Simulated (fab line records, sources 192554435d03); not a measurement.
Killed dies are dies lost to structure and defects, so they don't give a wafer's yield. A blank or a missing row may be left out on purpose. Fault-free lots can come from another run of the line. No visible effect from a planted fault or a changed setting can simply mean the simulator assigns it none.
fab line records ; flow n5-finfet
[record] lots = 4; wafers = 12; last-day = 16
route steps=1938 shown BEOL_M3@951 BEOL_M4@1111 PASSIVATION@1936
lots that met no fault: from a run of the same line without faults
start-h: hours from the record's first day to the start of the lot's first wafer shown ; wait-h: how many hours have passed since the lot's step before this one ; " repeats the value in the row above ; L1.1+2: a row that stands for several wafers ; - no value, or no start given ; * or withheld: withheld ; < > ~ a bound
route shown NAME@n: NAME is a module with steps in the file, n the number in the route of the first one ; usual: mean/standard deviation of fault-free wafers ; same: alike in all rows ; chamber/n: place in a boat ; sites: per-site readings ; _std_site: how widely they spread, as a standard deviation ; _edge_site: mean of outer sites minus mean of inner sites ; radius-mm: how far each site lies from the wafer's centre ; mask NAME#n: copy n ; behind: the most recent tool/chamber to have shaped the wafer ; hold: the reason the lot was held/the length of the hold in hours/how it ended ; device: names the non-switching transistor (n, p or np) ; end of line: tests of these same wafers at the route's end ; a step given without rows: its recipe and nothing more ; killed: at the first sort, the dies lost to defects and structure; wafer yield is something else ; map: a wafer's dies, x killed, . not, _ none there
set.NAME: the setting that was run; set.NAME@STEP: the one run at that earlier step ; model.NAME: the simulator's own value behind a step, which no gauge read
lots at some steps of the route; a table a step, a row a wafer
services: a tool's chamber out of use, with start hour (start-h, from the record's first day; less than 0 if before it), hours out, and reason
[[steps]]
[step N5_BEOL_M3_STRIP_65]
[recipe] chemistry = N2/H2; temp-c = 40; n2-flow-sccm = 200; h2-flow-sccm = 200; rf-frequency-hz = 6e+07
[step N5_BEOL_M3_STRIP_75]
[recipe] chemistry = N2/H2; temp-c = 40; n2-flow-sccm = 200; h2-flow-sccm = 200; rf-frequency-hz = 6e+07
[step N5_BEOL_M3_STRIP_66]
[recipe] chemistry = CF4; resist = SiARC; power-w = 300; bias-power-w = 75; pressure-mtorr = 50; cf4-flow-sccm = 150; rf-frequency-hz = 6e+07
[step N5_BEOL_M3_HM_OPEN_17]
[recipe] chemistry = Cl2/BCl3; target-depth-a = 200; overetch-a = 60; target = TiN; mask-material = SOC; ion-energy-ev = 150; pressure-mtorr = 10; icp-w = 1000; bias-w = 126; Cl2_flow_sccm = 53.25; bcl3-flow-sccm = 21.75; Ar_flow_sccm = 25
[step N5_BEOL_M3_STRIP_19]
[recipe] chemistry = O2; power-w = 400; temp-c = 40; pressure-mtorr = 30; rf-frequency-hz = 6e+07; bias-power-w = 0; overash-fraction = 0.2; o2-flow-sccm = 225
[step N5_BEOL_M3_COAT_67]
[recipe] resist = SOC; temp-c = 250; time-s = 60; spin-rpm = 1500; resist-thk-nm = 60
[step N5_BEOL_M3_COAT_68]
[recipe] resist = SiARC; temp-c = 220; time-s = 60; spin-rpm = 1500; resist-thk-nm = 12
[step N5_BEOL_M3_COAT_76]
[recipe] resist = underlayer; temp-c = 205; time-s = 60; spin-rpm = 1500; resist-thk-nm = 5
[step N5_BEOL_M3_COAT_22]
[recipe] resist = CAR-EUV; spin-rpm = 1500; resist-thk-nm = 30
[step N5_BEOL_M3_EBR_24]
[recipe] solvent = PGMEA; ebr-width-mm = 1.5
[step N5_BEOL_M3_SOFTBAKE_23]
[recipe] temp-c = 110; time-s = 60; resist = CAR-EUV
[step N5_BEOL_M3_EXPOSE_25]
[recipe] mask-id = V2; na = 0.33; source-shape = quasar; sigma-inner = 0.2; sigma-outer = 0.8; polarization = unpolarized; defocus-nm = 5; dose-mj = 63
lot.wafer;tool;chamber;start-h;wait-h;mask
L546.1+3+4;euv-scanner-01;0;183.45;-;V2#0
L547.1+4+5;euv-scanner-01;0;188.12;-;V2#0
L553.1+2+3;euv-scanner-02;0;228.98;-;V2#0
L559.1+3+4;euv-scanner-01;0;258.18;-;V2#0
[step N5_BEOL_M3_PEB_26]
[recipe] peb-temp-c = 100; peb-time-s = 60; resist = CAR-EUV
[step N5_BEOL_M3_DEVELOP_27]
[recipe] develop-time-s = 30; developer = TMAH; resist = CAR-EUV; rinse-liquid = surfactant-rinse; dry = air-spin; dev-temp-c = 23
[step N5_BEOL_M3_CD_MEAS_28]
[recipe] target-cd-nm = 25.7; landing-energy-ev = 500; detector = se-inlens; target-cd-y-nm = 23.3; polarity = opening
[usual] cd-nm = 25.69/0.21
lot.wafer;tool;chamber;start-h;wait-h;cd-nm
L546.1;cd-sem-01;0;183.60;-;22.35
L546.3;cd-sem-01;0;183.60;-;21.38
L546.4;cd-sem-01;0;183.60;-;25.93
L547.1;cd-sem-03;0;188.26;-;22.48
L547.4;cd-sem-03;0;188.26;-;25.71
L547.5;cd-sem-03;0;188.26;-;25.71
L553.1;cd-sem-02;0;229.12;-;25.47
L553.2;cd-sem-02;0;229.12;-;25.46
L553.3;cd-sem-02;0;229.12;-;25.74
L559.1;cd-sem-02;0;258.33;-;25.95
L559.3;cd-sem-02;0;258.33;-;25.83
L559.4;cd-sem-02;0;258.33;-;25.98
[step N5_BEOL_M3_DESCUM_33]
[recipe] chemistry = O2; time-s = 7; source-power-w = 50; bias-power-w = 20; pressure-mtorr = 20; rf-frequency-hz = 2.712e+07; temp-c = 40; resist = CAR-EUV; o2-flow-sccm = 225
[step N5_BEOL_M3_ETCH_77]
[recipe] chemistry = N2/H2; target = underlayer; target-depth-a = 65; mask-material = CAR-EUV; time-s = 5.2; ion-energy-ev = 200; pressure-mtorr = 30; source-w = 840; bias-w = 150; n2-flow-sccm = 200; h2-flow-sccm = 200; ends = cleared
[step N5_BEOL_M3_ETCH_69]
[recipe] chemistry = CF4; target = SiARC; target-depth-a = 156; mask-material = CAR-EUV; time-s = 26; ion-energy-ev = 80; pressure-mtorr = 40; source-w = 545; bias-w = 36; Ar_flow_sccm = 100; cf4-flow-sccm = 100; ends = cleared
[step N5_BEOL_M3_ALD_98]
[recipe] material = SiO2; target-thk-a = 25; temp-c = 100; ald-precursor-family = BDEAS; ald-co-reactant = O2-plasma; pulse-time-s = 1; co-reactant-pulse-time-s = 1; purge-time-s = 2; co-reactant-purge-time-s = 2; ald-cycles = 17; pressure-torr = 2
[step N5_BEOL_M3_ETCHBACK_99]
[recipe] chemistry = CHF3; target = SiO2; target-depth-a = 50; time-s = 10.4; source-w = 215; bias-w = 47; Ar_flow_sccm = 200; CHF3_flow_sccm = 12; ion-energy-ev = 100; pressure-mtorr = 30
[step N5_BEOL_M3_ETCH_70]
[recipe] chemistry = N2/H2; target = SOC; target-depth-a = 800; overetch-a = 160; mask-material = SiARC; temp-c = 40; time-s = 120; ion-energy-ev = 200; pressure-mtorr = 30; source-w = 840; bias-w = 150; n2-flow-sccm = 200; h2-flow-sccm = 200
[step N5_BEOL_M3_STRIP_71]
[recipe] chemistry = N2/H2; temp-c = 40; n2-flow-sccm = 200; h2-flow-sccm = 200; rf-frequency-hz = 6e+07
[step N5_BEOL_M3_STRIP_78]
[recipe] chemistry = N2/H2; temp-c = 40; n2-flow-sccm = 200; h2-flow-sccm = 200; rf-frequency-hz = 6e+07
[step N5_BEOL_M3_VIA_ETCH_34]
[recipe] chemistry = C4F6/O2; target-depth-a = 694; mask-material = SOC; pressure-mtorr = 15; ion-energy-ev = 250; taper-deg = 4; time-s = 65.9; source-w = 350; bias-w = 170; Ar_flow_sccm = 300; C4F6_flow_sccm = 10; O2_flow_sccm = 10
[step N5_BEOL_M3_STRIP_83]
[recipe] chemistry = C4F6/O2; resist = SiARC; rf-frequency-hz = 6e+07
[step N5_BEOL_M3_STRIP_36]
[recipe] chemistry = N2/H2; power-w = 450; temp-c = 40; pressure-mtorr = 20; rf-frequency-hz = 6e+07; overash-fraction = 0.3; bias-power-w = 7; h2-frac = 0.5; n2-flow-sccm = 200; h2-flow-sccm = 200
[step N5_BEOL_M3_TRENCH_ETCH_37]
[recipe] chemistry = C4F6/O2; target-depth-a = 555.55; target = SiOC; time-s = 29.2; ion-energy-ev = 250; pressure-mtorr = 30; source-w = 355; bias-w = 185; Ar_flow_sccm = 300; C4F6_flow_sccm = 10; O2_flow_sccm = 10
[step N5_BEOL_M3_ETCH_41]
[recipe] chemistry = CH3F/O2; target = SiCN; target-depth-a = 299; taper-deg = 2; time-s = 52.5; ion-energy-ev = 120; mask-material = TiN; pressure-mtorr = 30; source-w = 395; bias-w = 75; Ar_flow_sccm = 150; CH3F_flow_sccm = 30; O2_flow_sccm = 20
[step N5_BEOL_M3_STRIP_97]
[recipe] chemistry = N2/H2; time-s = 10; power-w = 450; temp-c = 40; pressure-mtorr = 20; rf-frequency-hz = 6e+07; bias-power-w = 7; n2-flow-sccm = 200; h2-flow-sccm = 200
[step N5_BEOL_M3_HM_STRIP_39]
[recipe] chemistry = peroxide-tin-strip; material = TiN; target-depth-a = 250; temp-c = 50; time-s = 158
[step N5_BEOL_M3_SRD_40]
[recipe] time-s = 30; temp-c = 23; rinse-liquid = diw; dry = ipa-marangoni
[step N5_BEOL_M3_PRECLEAN_42]
[recipe] chemistry = residue-remover; time-s = 60; temp-c = 40
[step N5_BEOL_M3_SRD_43]
[recipe] time-s = 30; temp-c = 23; rinse-liquid = diw; dry = ipa-marangoni
[step N5_BEOL_M3_DEGAS_44]
[recipe] ambient = vacuum; temp-c = 250; time-s = 60
[step N5_BEOL_M3_PRE_CLEAN_45]
[recipe] gas = H2/He; time-s = 30; temp-c = 250
[step N5_BEOL_M3_ALD_84]
[recipe] material = TaN; target-thk-a = *; temp-c = 275; ald-precursor-family = PDMAT; ald-co-reactant = NH3; pressure-torr = 3; carrier-flow-sccm = 1500; pulse-time-s = 2; purge-time-s = 3; co-reactant-purge-time-s = 2; co-reactant-pulse-time-s = 3; ald-cycles = 30; precursor-vessel-temp-c = 75; precursor-vessel-pressure-torr = 26.25; precursor-vessel-carrier-sccm = 1000
[step N5_BEOL_M3_SURFACE_TREAT_85]
[recipe] gas = Ar; time-s = *; ion-energy-ev = *; ion-current-ma-cm2 = 0.5; pressure-mtorr = *; ar-flow-sccm = 30
[step N5_BEOL_M4_RC_MEAS_101]
[usual] CHAIN_V2 = 231/6.8; CHAIN_V2_max_site = 239/7.6; DIBL_N = 36.2/1.2; DIBL_P = 36.3/1.3; IOFF_N = 0.155/0.019; IOFF_P = 0.210/0.029; ION_N = 677/8.6; ION_P = 465/6.8; SS_N = 71.4/0.48; SS_P = 73.2/0.53; VT_N = 249.9/2.4; VT_P = -250/3.2
lot.wafer;tool;chamber;start-h;wait-h;CHAIN_V2[ohm/link];CHAIN_V2_max_site[ohm/link];DIBL_N[mV/V];DIBL_P[mV/V];IOFF_N[nA/um];IOFF_P[nA/um];ION_N[uA/um];ION_P[uA/um];SS_N[mV/dec];SS_P[mV/dec];VT_N[mV];VT_P[mV]
L546.1;prober-02;0;206.20;0.0;323;334;36.9;36.5;0.152;0.180;675;457;71.5;73.3;248.5;-254
L546.3;prober-02;0;206.20;0.0;355;362;37.6;36.8;0.162;0.193;691;466;71.5;73.7;252.0;-254
L546.4;prober-02;0;206.20;0.0;226;238;38.6;39.0;0.188;0.228;676;464;72.0;73.7;248.4;-252
L547.1;prober-02;0;216.13;0.0;309;327;34.9;35.8;0.154;0.217;693;471;71.2;72.6;249.1;-247
L547.4;prober-02;0;216.13;0.0;221;238;34.4;34.1;0.138;0.199;679;464;71.4;73.3;249.7;-249
L547.5;prober-02;0;216.13;0.0;226;233;36.1;37.7;0.175;0.253;686;480;71.2;73.4;246.2;-248
L553.1;prober-01;0;261.21;0.0;222;234;35.4;35.3;0.139;0.187;673;464;71.3;73.1;251.9;-252
L553.2;prober-01;0;261.21;0.0;236;245;37.4;37.7;0.161;0.215;664;456;71.4;73.3;250.3;-250
L553.3;prober-01;0;261.21;0.0;219;232;37.6;37.4;0.159;0.215;668;460;72.2;73.5;250.5;-250
L559.1;prober-02;0;282.57;0.0;222;236;36.9;37.8;0.164;0.219;684;464;71.5;73.7;249.1;-249
L559.3;prober-02;0;282.57;0.0;228;232;37.7;38.4;0.173;0.227;672;463;71.7;73.7;250.5;-250
L559.4;prober-02;0;282.57;0.0;233;238;35.5;35.9;0.133;0.198;669;461;71.0;74.0;252.9;-251
// sites CHAIN_V2 radius-mm=0,75,75,75,75,140,140,140,140
L546.1 328 318 325 334 331 304 323 312 300
L547.1 296 306 312 316 309 309 327 309 315
L553.1 212 219 222 222 222 227 234 226 226
L559.1 220 220 222 236 229 215 230 222 216
[step N5_PASSIVATION_PROBE_49]
[usual] defect-limited-yield = 91.2/1.4; killed_at_M0_to_M3 = 34/10; killed_at_M4_up = 13/5.1; killed-at-contacts = 12/6.5; killed-at-front-end = 41/11; killed-at-other = 4/3.3; killed-dies = 104/16; killed-open = 69/13; killed-short = 33/7; sort_bin_5_function = 5.1/0.91; sort_bin_6_memory = 3.3/0.69; sort-n-pass = 1076/16; sort-yield-pct = 91.2/1.4
[same] gross-dies = 1180; killed-at-back-side = 0; sort_bin_4_leakage[%] = 0; sort_bin_8_speed[%] = 0
lot.wafer;tool;chamber;start-h;wait-h;defect-limited-yield[%];killed_at_M0_to_M3;killed_at_M4_up;killed-at-contacts;killed-at-front-end;killed-at-other;killed-dies;killed-open;killed-short;sort_bin_5_function[%];sort_bin_6_memory[%];sort-n-pass;sort-yield-pct[%]
L546.1;prober-01;-;315.70;0.0;82.2;149;11;17;33;0;210;67;30;13.3;3.8;970;82.2
L546.3;prober-01;-;315.80;0.1;62.4;387;10;14;33;0;444;62;21;34.2;3.2;736;62.4
L547.1;prober-01;-;319.85;0.0;87.0;74;19;24;35;1;153;83;35;9.0;3.6;1027;87.0
L547.4;prober-01;-;320.00;0.2;91.0;21;20;21;40;4;106;65;39;5.5;3.4;1074;91.0
L547.5;prober-01;-;320.05;0.2;89.2;25;13;25;55;10;128;81;47;5.5;4.9;1052;89.2
// killed by level:class
L546.1 BEOL_M3:area-expose=105 MOL_CONTACT_COAG:geometric-particle:open=15 BEOL_M0_SAQP:geometric-particle:open=10 BEOL_M3:geometric-particle:open=9 BEOL_M0_SAQP:geometric-particle:short=8 STI_FIN_REVEAL:geometric-particle:open=7 BEOL_M2:geometric-particle:open=6 STI_FIN_REVEAL:geometric-particle:short=4
L546.3 BEOL_M3:area-expose=360 MOL_CONTACT_COAG:geometric-particle:open=14 STI_FIN_REVEAL:geometric-particle:open=10 BEOL_M3:geometric-particle:open=9 DUMMY_GATE:geometric-particle:open=6 BEOL_M0_SAQP:geometric-particle:short=6 BEOL_M2:geometric-particle:open=5 BEOL_M4:geometric-particle:open=4
L547.1 BEOL_M3:area-expose=34 MOL_CONTACT_COAG:geometric-particle:open=18 BEOL_M4:geometric-particle:open=14 STI_FIN_REVEAL:geometric-particle:open=9 BEOL_M2:geometric-particle:open=9 BEOL_M1:geometric-particle:open=8 FIN_SAQP:geometric-particle:open=6 MOL_CONTACT_COAG:geometric-particle:short=6
L547.4 MOL_CONTACT_COAG:geometric-particle:open=14 BEOL_M4:geometric-particle:open=13 GATE_CUT:geometric-particle:short=10 MOL_CONTACT_COAG:geometric-particle:short=7 BEOL_M0_SAQP:geometric-particle:short=6 FIN_SAQP:geometric-particle:open=5 FIN_SAQP:geometric-particle:short=5 BEOL_M0_SAQP:geometric-particle:open=5
L547.5 MOL_CONTACT_COAG:geometric-particle:open=19 FIN_SAQP:geometric-particle:open=13 FIN_SAQP:geometric-particle:short=8 STI_FIN_REVEAL:geometric-particle:open=8 BEOL_M4:geometric-particle:open=8 BEOL_M2:geometric-particle:open=7 STARTING-WAFER:geometric-particle:short=7 MOL_CONTACT_COAG:geometric-particle:short=6
// map L546.3 (x killed, . not)
_________________x.....x.....________________
______________.........xx......._____________
___________..................x..x..__________
__________.....x...x..xx.....x.x.x.._________
________x.......x.x.xx.x..x...x......._______
_______...xxxx....xxxxx......x.........______
______...x..x......xxxxxxx...xxx.x....x._____
_____...........x.....xx.x....xx.xx......____
____......x.x.x.x.x.xxxxx..x..x....x...x..___
___..........xxx....x....xxxxxx...xx.xx.x..__
___........xxxx...x.x..x..xx.xxx.xx.x......__
__.......x.....xxxxx.xxxxxxxxxxx..x...x....x_
__.........xx.x..x.xxx..xxxx.x...x.xx.x....._
_....x....x...x..xxxxxxxxxxxxx.x.x.x....xx...
_.....x...x.x...xx.x.xx.x...xx......xxx......
_...x...x....x.xxxxxxxx.xxxxxxxxxx.xx........
_..x....x...x.xxx.xxxxxx.xxx.xx.xxxxx.xxx....
_.......xxx.xxxxxx..xxxxxxxxxxx.xxx..........
_xx....x..x.xx..x.x.xxxx.x.xxxxxxxxxx..xx....
_..x....x.xx.xxxxxxxx..xxxxxxx.xxx....x..x...
_.......xx.x..xx..xx.xxxx.xxxxxxxxx.xx.xx.xx.
__......xx..xxx.xxx.x..xxxxxxxx.x..x..x....._
__.......xx.xxxxxx.xxxxx.xx.xxx.xx...xx....._
___x........x...xxx..xxx.xxxx.xxx.x........__
___.x..........xxxxxx..xxx.x....x.........x__
____....xx..x...xxxx.xxx..x.x.x....x......___
_____.......xx....xx..xx.x..x.x..xxx.....____
______........xxx.x...xx....x.x........x_____
_______..............x......xxx..x.x..x______
________......x.....xx.x..x.x........._______
__________.......x.....x....xx......_________
___________.x...x..................__________
______________.........x....x..._____________
_________________..x.x.....x.________________
// map L547.1 (x killed, . not)
_________________............________________
______________......x.....x...x._____________
___________..x.....................__________
__________.....x...................._________
________.....x...x...................._______
_______..x.............x..........x....______
______......x..xx...x.x...x...xx......x._____
_____....................................____
____.x......................x...x........x___
___x.....x.x..........x.x....x...x........x__
___..............x.x........x...x..........__
__xx..........x....xx.x..x......x..........x_
__............x..x...............x.....x...._
_.x........x.........x..x.x..........xx......
_..........xx..........x.x.......x......x....
_......x.........x.x.....x..xx.......x.......
_...x...x.....x...x........x.....x.......x...
_..x.......x......x.x..x..x......x...x.x.....
_x.....x.x..x...xxxxx.x.xx.........x....x....
_.........x.....x........x.......x...x.......
_.......x....x...x.....xx...x...x............
__.x.x....x.............x...............x..._
__x.......x......x.....x..x..x....x.....x..._
___.........x.....x....x.x...x.....x..x....__
___........x...........x......x....x.......__
____.....................x..x.xx..........___
_____x....x...........x..........x......x____
______..x.x.........x.................x._____
_______................................______
________......x............x.........._______
__________...x......................_________
___________........................__________
______________........x..x......_____________
_________________..x.........________________
[[services]]
tool;chamber;start-h;hours;kind
euv-scanner-02;-;161.07;1.0;pm
euv-scanner-01;0;161.35;-;calibration
euv-scanner-01;-;205.15;1.0;pm
euv-scanner-02;-;217.22;1.0;pm
euv-scanner-02;-;238.24;4.6;pm
euv-scanner-02;-;243.42;3.1;repair
euv-scanner-01;-;246.51;4.6;pm
euv-scanner-02;-;252.63;0.4;repair
euv-scanner-01;-;255.27;2.2;repair
[[key]]
[first-sign] step = N5_BEOL_M3_CD_MEAS_28; reading = cd-nm; direction = down; sigmas = 17; usual = 25.69; struck = 22.07
[effect] step = N5_BEOL_M4_RC_MEAS_101; reading = CHAIN_V2; direction = up; sigmas = 14; usual = 231; struck = 329
[effect] step = N5_BEOL_M4_RC_MEAS_101; reading = CHAIN_V2_max_site; direction = up; sigmas = 13; usual = 239; struck = 341
[effect] step = N5_PASSIVATION_PROBE_49; reading = killed_at_M0_to_M3; direction = up; sigmas = 16; usual = 34; struck = 203
[more-kills-born-at] N5_BEOL_M3_EXPOSE_25@euv-scanner-01 = 499
met-at N5_BEOL_M3_EXPOSE_25
struck-wafers L546.1,L546.3,L547.1
[fault] kind = process-parameter-drift; tool = euv-scanner-01; chamber = -; onset-h = 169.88; steps = N5_BEOL_M3_EXPOSE_25; channel = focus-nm; offset = 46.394; shape = step; end-h = 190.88; scope = struck-wafers-only
